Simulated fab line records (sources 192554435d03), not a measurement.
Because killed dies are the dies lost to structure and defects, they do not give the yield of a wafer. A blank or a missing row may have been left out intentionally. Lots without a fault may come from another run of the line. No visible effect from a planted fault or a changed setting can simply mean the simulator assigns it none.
Matching of chambers -- flow n5-finfet -- N5_BEOL_M9_ETCH_62 on rie-diel-06: 4 sister chambers
The step etches SOC in N2/H2, target depth 110 nm, overetch 22 nm, time 165 s. 4 wafers are shown with their chamber, then 10 later ones without.

WAFERS PAIRED WITH THEIR CHAMBERS
wafer,chamber,drypump-motor-current-A (A)
L077.5,1,6.5
L093.3,2,5.7
L095.1,3,5.7
L095.3,0,5.2

WAFERS WHOSE CHAMBER IS MISSING
wafer,drypump-motor-current-A (A)
L095.5,5.6
L094.1,5.6
L094.2,5.2
L094.3,5.6
L092.4,5.7
L092.5,5.6
L092.6,5.2
L096.1,5.6
L096.5,5.2
L096.6,6.5

CHAMBER TAKEN BY EACH
wafer,from the rows above,in truth
L095.5,can't be placed: 2 or 3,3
L094.1,can't be placed: 2 or 3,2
L094.2,0,0
L094.3,can't be placed: 2 or 3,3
L092.4,can't be placed: 2 or 3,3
L092.5,can't be placed: 2 or 3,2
L092.6,0,0
L096.1,can't be placed: 2 or 3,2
L096.5,0,0
L096.6,1,1
Correctly placed: 4 of 10. Cannot be placed on the basis of these rows: 6; the candidates contain the true chamber in 6. Placed wrongly: 0.
How it was worked out, from the rows above alone: a wafer's distance from a chamber is the root of the sum, over the readings, of the square of ((its reading less the chamber's mean) divided by the reading's scatter). The wafer belongs to the nearest chamber; if the next one is less than 2 further off, it can't be placed. For every chamber, the mean is computed from those of its wafers that are shown. The scatter: root of mean squared gap, hidden wafer to nearest shown wafer, with one shown wafer a chamber.
